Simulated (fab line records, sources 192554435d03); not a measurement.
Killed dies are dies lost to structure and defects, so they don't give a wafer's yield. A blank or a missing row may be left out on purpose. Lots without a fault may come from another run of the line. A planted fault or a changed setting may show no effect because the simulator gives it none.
Which tool did it? | flow n5_finfet | 24 lots, 72 wafers sampled, at 5 steps of a route of 1938

WHAT THE GAUGES READ, wafer by wafer
N5_MOL_CONTACT_COAG_INSPECT_10: inspects for defects (brightfield). Usual: raw_defect_count 76, standard deviation 28.
lot  | measured     | on                | raw_defect_count | flag
L074 | day 4 16:34  | defect_inspect-02 | 50 54 74         |
L075 | day 5 02:06  | defect_inspect-01 | 87 64 53         |
L076 | day 5 03:38  | defect_inspect-02 | 127 66 79        |
L077 | day 5 12:52  | defect_inspect-01 | 108 97 101       |
L079 | day 5 21:19  | defect_inspect-01 | 65 61 63         |
L078 | day 5 23:56  | defect_inspect-01 | 75 115 72        |
L080 | day 6 07:11  | defect_inspect-01 | 96 68 101        |
L081 | day 6 14:28  | defect_inspect-02 | 46 32 46         |
L082 | day 6 23:58  | defect_inspect-01 | 82 56 57         |
L083 | day 7 01:15  | defect_inspect-01 | 125 115 100      |
L084 | day 7 07:32  | defect_inspect-02 | 82 64 43         |
L085 | day 7 22:04  | defect_inspect-02 | 92 91 62         |
L086 | day 7 22:07  | defect_inspect-01 | 57 45 43         |
L087 | day 8 00:12  | defect_inspect-02 | 83 85 40         |
L088 | day 8 09:08  | defect_inspect-02 | 92 114 84        |
L089 | day 8 13:33  | defect_inspect-02 | 74 77 122        |
L090 | day 8 22:59  | defect_inspect-01 | 50 84 41         |
L091 | day 9 04:10  | defect_inspect-02 | 146 80 74        |
L092 | day 9 05:22  | defect_inspect-02 | 48 94 47         |
L093 | day 9 14:53  | defect_inspect-01 | 55 36 68         |
L094 | day 9 17:16  | defect_inspect-02 | 60 121 44        |
L095 | day 10 01:47 | defect_inspect-01 | 132 55 83        |
L096 | day 10 06:01 | defect_inspect-01 | 81 77 92         |
L097 | day 10 12:12 | defect_inspect-01 | 86 51 92         |

N5_MOL_CONTACT_COAG_THK_MEAS_29. Usual: MD_CAP_THK 17.92 nm, standard deviation 0.082.
lot  | measured     | on            | MD_CAP_THK (nm)   | flag
L074 | day 5 02:28  | film_metro-01 | 17.97 17.79 17.93 |
L075 | day 5 11:16  | film_metro-02 | 17.97 17.94 17.96 |
L076 | day 5 11:41  | film_metro-02 | 17.86 17.87 17.77 |
L077 | day 5 21:21  | film_metro-02 | 17.93 17.89 17.86 |
L079 | day 6 05:54  | film_metro-02 | 18.07 18.01 17.97 |
L078 | day 6 09:31  | film_metro-02 | 17.88 17.95 17.93 |
L080 | day 6 21:01  | film_metro-02 | 17.89 17.82 17.91 |
L081 | day 7 00:34  | film_metro-02 | 17.84 17.79 17.75 |
L082 | day 7 10:20  | film_metro-01 | 18.05 17.80 17.83 |
L083 | day 7 09:08  | film_metro-01 | 17.91 17.89 17.93 |
L084 | day 7 17:13  | film_metro-01 | 17.97 17.92 17.85 |
L085 | day 8 06:56  | film_metro-02 | 17.84 17.86 17.92 |
L086 | day 8 08:21  | film_metro-02 | 18.11 18.08 17.96 |
L087 | day 8 09:53  | film_metro-01 | 17.97 17.95 17.92 |
L088 | day 8 18:54  | film_metro-01 | 17.95 17.96 17.97 |
L089 | day 9 00:01  | film_metro-01 | 17.94 17.95 17.79 |
L090 | day 9 06:52  | film_metro-01 | 17.84 17.95 17.96 |
L091 | day 9 15:32  | film_metro-01 | 17.86 17.97 17.91 |
L092 | day 9 15:57  | film_metro-01 | 17.99 17.98 17.81 |
L093 | day 9 23:32  | film_metro-02 | 17.93 17.97 18.03 |
L094 | day 10 03:22 | film_metro-01 | 17.81 17.89 17.85 |
L095 | day 10 11:37 | film_metro-02 | 17.92 17.87 17.89 |
L096 | day 10 16:15 | film_metro-01 | 17.93 18.05 17.94 |
L097 | day 10 23:10 | film_metro-02 | 18.05 17.96 18.04 |

WHICH TOOL RAN EACH LOT (tool, then ch and the chambers of the sampled wafers, then the start)
lot  | N5_MOL_CONTACT_COAG_ETCH_15        | N5_MOL_CONTACT_COAG_SPUTTER_143 | N5_MOL_CONTACT_COAG_CO_FILL_22
L074 | rie_diel-06 ch 0,3, day 4 16:49    | pvd_sputter-03, day 4 19:11     | cvd_co-02 ch 0,1,2, day 4 19:19
L075 | rie_diel-03 ch 1,3, day 5 02:21    | pvd_sputter-02, day 5 05:32     | cvd_co-01 ch 0,1, day 5 05:40
L076 | rie_diel-06 ch 0,2,3, day 5 03:55  | pvd_sputter-01, day 5 05:54     | cvd_co-02 ch 0,2, day 5 06:16
L077 | rie_diel-06 ch 0,2, day 5 13:07    | pvd_sputter-02, day 5 14:45     | cvd_co-02 ch 1,2, day 5 14:52
L079 | rie_diel-03 ch 1,2,3, day 5 21:40  | pvd_sputter-01, day 5 23:50     | cvd_co-01 ch 0,2, day 5 23:58
L078 | rie_diel-03 ch 0,1,2, day 6 01:26  | pvd_sputter-03, day 6 03:31     | cvd_co-01 ch 0,2, day 6 03:38
L080 | rie_diel-06 ch 1,2,3, day 6 08:34  | pvd_sputter-01, day 6 11:29     | cvd_co-01 ch 0,2, day 6 11:39
L081 | rie_diel-06 ch 1,2, day 6 14:44    | pvd_sputter-01, day 6 19:22     | cvd_co-01 ch 0,2, day 6 19:29
L082 | rie_diel-06 ch 0,1,2, day 7 00:28  | pvd_sputter-03, day 7 04:53     | cvd_co-01 ch 1,2, day 7 05:13
L083 | rie_diel-03 ch 0,2,3, day 7 01:41  | pvd_sputter-03, day 7 04:27     | cvd_co-01 ch 0,2, day 7 04:38
L084 | rie_diel-06 ch 0,1,2, day 7 08:22  | pvd_sputter-01, day 7 11:33     | cvd_co-01 ch 0,1, day 7 11:41
L085 | rie_diel-06 ch 0,1,3, day 7 23:08  | pvd_sputter-03, day 8 01:00     | cvd_co-02 ch 0,1,2, day 8 01:07
L086 | rie_diel-03 ch 1,2,3, day 7 23:38  | pvd_sputter-03, day 8 01:16     | cvd_co-01 ch 0,1,2, day 8 01:40
L087 | rie_diel-03 ch 0,2,3, day 8 00:58  | pvd_sputter-03, day 8 03:55     | cvd_co-01 ch 0,1, day 8 04:02
L088 | rie_diel-06 ch 0,1, day 8 10:13    | pvd_sputter-01, day 8 12:29     | cvd_co-02 ch 0,2, day 8 12:37
L089 | rie_diel-03 ch 0,3, day 8 13:58    | pvd_sputter-02, day 8 16:05     | cvd_co-02 ch 1,2, day 8 16:12
L090 | rie_diel-06 ch 0,1, day 8 23:14    | pvd_sputter-03, day 9 01:13     | cvd_co-02 ch 0,1,2, day 9 01:20
L091 | rie_diel-03 ch 1,2, day 9 04:25    | pvd_sputter-03, day 9 07:28     | cvd_co-01 ch 0,1, day 9 07:35
L092 | rie_diel-06 ch 0,2,3, day 9 05:37  | pvd_sputter-02, day 9 08:17     | cvd_co-01 ch 0,1,2, day 9 08:25
L093 | rie_diel-03 ch 0,1, day 9 15:08    | pvd_sputter-01, day 9 16:41     | cvd_co-01 ch 0,1,2, day 9 16:48
L094 | rie_diel-05 ch 0,1,2, day 9 17:46  | pvd_sputter-01, day 9 20:49     | cvd_co-01 ch 1,2, day 9 20:56
L095 | rie_diel-05 ch 0,2,3, day 10 02:05 | pvd_sputter-02, day 10 04:55    | cvd_co-02 ch 0,1,2, day 10 05:02
L096 | rie_diel-06 ch 0,1,3, day 10 06:20 | pvd_sputter-01, day 10 09:34    | cvd_co-02 ch 1,2, day 10 09:44
L097 | rie_diel-06 ch 1,2, day 10 12:28   | pvd_sputter-03, day 10 14:38    | cvd_co-02 ch 0,1,2, day 10 14:46
- N5_MOL_CONTACT_COAG_ETCH_15: etches SiNx in CH3F/O2, stops on Si:P, target depth 7 nm.
- N5_MOL_CONTACT_COAG_SPUTTER_143: material Co, target thk 2.5 nm.
- N5_MOL_CONTACT_COAG_CO_FILL_22: material Co, precursor CCTBA/H2, target thk 20 nm.

WHAT THE TOOLS THEMSELVES READ (means of the sampled wafers that have a number; where no wafer has one, the mark that the record gives instead)
N5_MOL_CONTACT_COAG_ETCH_15. Usual: O2_flow_sccm 20.00 sccm, standard deviation 0.056; drypump_motor_current_A 5.9 A, standard deviation 0.37; oes_product_au 0.59 a.u., standard deviation 0.07; rf_vpp_V 296 V, standard deviation 3.4; showerhead_plenum_p_Torr 1.99 Torr, standard deviation 0.085; throttle_valve_pct 16.33 %, standard deviation 0.24.
lot  | tool        | O2_flow_sccm (sccm) | drypump_motor_current_A (A) | oes_product_au (a.u.) | rf_vpp_V (V) | showerhead_plenum_p_Torr (Torr) | throttle_valve_pct (%) | flag
L074 | rie_diel-06 | 20.00               | 6.0                         | 0.59                  | 295          | 1.95                            | 16.21                  |
L075 | rie_diel-03 | 19.97               | 6.0                         | 0.53                  | 298          | 2.08                            | 16.74                  |
L076 | rie_diel-06 | 20.04               | 6.2                         | 0.55                  | 296          | 1.96                            | 16.35                  |
L077 | rie_diel-06 | 19.95               | 6.0                         | 0.59                  | 293          | 1.95                            | 16.22                  |
L079 | rie_diel-03 | 19.95               | 6.1                         | 0.55                  | 298          | 2.00                            | 16.65                  |
L078 | rie_diel-03 | 19.96               | 5.8                         | 0.53                  | 296          | 1.96                            | 16.55                  |
L080 | rie_diel-06 | 20.05               | 6.1                         | 0.57                  | 297          | 2.02                            | 16.35                  |
L081 | rie_diel-06 | 19.97               | 5.7                         | 0.62                  | 296          | 2.07                            | 16.19                  |
L082 | rie_diel-06 | 20.00               | 5.8                         | 0.59                  | 293          | 2.01                            | 16.23                  |
L083 | rie_diel-03 | 19.98               | 5.9                         | 0.55                  | 297          | 1.98                            | 16.48                  |
L084 | rie_diel-06 | 20.03               | 5.8                         | 0.59                  | 294          | 2.01                            | 16.24                  |
L085 | rie_diel-06 | 20.01               | 5.9                         | 0.64                  | 298          | 2.00                            | 16.10                  |
L086 | rie_diel-03 | 19.97               | 6.1                         | 0.61                  | 296          | 2.00                            | 16.55                  |
L087 | rie_diel-03 | 20.01               | 6.0                         | 0.55                  | 296          | 1.97                            | 16.50                  |
L088 | rie_diel-06 | 19.99               | 5.7                         | 0.61                  | 293          | 1.99                            | 16.16                  |
L089 | rie_diel-03 | 20.04               | 5.9                         | 0.55                  | 298          | 2.06                            | 16.51                  |
L090 | rie_diel-06 | 20.02               | 5.7                         | 0.61                  | 293          | 1.98                            | 16.16                  |
L091 | rie_diel-03 | 19.99               | 6.0                         | 0.63                  | 297          | 1.97                            | 16.51                  |
L092 | rie_diel-06 | 20.01               | 6.2                         | 0.65                  | 294          | 1.95                            | 16.11                  |
L093 | rie_diel-03 | 20.04               | 5.7                         | 0.56                  | 295          | 1.99                            | 16.37                  |
L094 | rie_diel-05 | 20.00               | 5.6                         | 0.57                  | 297          | 1.98                            | 16.34                  |
L095 | rie_diel-05 | 19.97               | 5.5                         | 0.63                  | 297          | 2.06                            | 16.30                  |
L096 | rie_diel-06 | 20.05               | 5.9                         | 0.62                  | 296          | 2.00                            | 16.15                  |
L097 | rie_diel-06 | 20.01               | 5.7                         | 0.64                  | 295          | 2.06                            | 16.12                  |

N5_MOL_CONTACT_COAG_SPUTTER_143. Usual: throttle_valve_pct 29.7 %, standard deviation 1.4.
lot  | tool           | throttle_valve_pct (%) | flag
L074 | pvd_sputter-03 | 29.9                   |
L075 | pvd_sputter-02 | 30.2                   |
L076 | pvd_sputter-01 | 29.1                   |
L077 | pvd_sputter-02 | 30.9                   |
L079 | pvd_sputter-01 | 29.3                   |
L078 | pvd_sputter-03 | 30.2                   |
L080 | pvd_sputter-01 | 28.3                   |
L081 | pvd_sputter-01 | 29.1                   |
L082 | pvd_sputter-03 | 28.9                   |
L083 | pvd_sputter-03 | 28.9                   |
L084 | pvd_sputter-01 | 29.1                   |
L085 | pvd_sputter-03 | 28.8                   |
L086 | pvd_sputter-03 | 30.1                   |
L087 | pvd_sputter-03 | 29.9                   |
L088 | pvd_sputter-01 | 29.1                   |
L089 | pvd_sputter-02 | 30.8                   |
L090 | pvd_sputter-03 | 30.0                   |
L091 | pvd_sputter-03 | 30.9                   |
L092 | pvd_sputter-02 | 30.7                   |
L093 | pvd_sputter-01 | 28.5                   |
L094 | pvd_sputter-01 | 28.3                   |
L095 | pvd_sputter-02 | 30.5                   |
L096 | pvd_sputter-01 | 29.4                   |
L097 | pvd_sputter-03 | 30.1                   |

N5_MOL_CONTACT_COAG_CO_FILL_22. Usual: heater_power_w 249 W, standard deviation 28.
lot  | tool      | heater_power_w (W) | flag
L074 | cvd_co-02 | 254                |
L075 | cvd_co-01 | 270                |
L076 | cvd_co-02 | 229                |
L077 | cvd_co-02 | 280                |
L079 | cvd_co-01 | 234                |
L078 | cvd_co-01 | 231                |
L080 | cvd_co-01 | 245                |
L081 | cvd_co-01 | 239                |
L082 | cvd_co-01 | 258                |
L083 | cvd_co-01 | 239                |
L084 | cvd_co-01 | 256                |
L085 | cvd_co-02 | 248                |
L086 | cvd_co-01 | 252                |
L087 | cvd_co-01 | 240                |
L088 | cvd_co-02 | 220                |
L089 | cvd_co-02 | 258                |
L090 | cvd_co-02 | 250                |
L091 | cvd_co-01 | 245                |
L092 | cvd_co-01 | 249                |
L093 | cvd_co-01 | 250                |
L094 | cvd_co-01 | 265                |
L095 | cvd_co-02 | 255                |
L096 | cvd_co-02 | 262                |
L097 | cvd_co-02 | 252                |

THE ANSWER, worked out from the rows above alone
Rule: a lot is off if the mean of its wafers that have a number lies more than 3 standard deviations from the usual mean. A lot without any number at a reading at which 4 lots or more have one is off too. The other lots that the step has rows for count as sound. The gauges are gone through in route order, then the tools' own readings, and for those a lot's mean is taken as printed above. The first step at which some lot is off is used, and at that step the reading that is off furthest; a lot without a number counts as furthest.
No lot is off at any reading shown: from this, nothing can be told.

WHAT THE SIMULATOR HAD PUT IN
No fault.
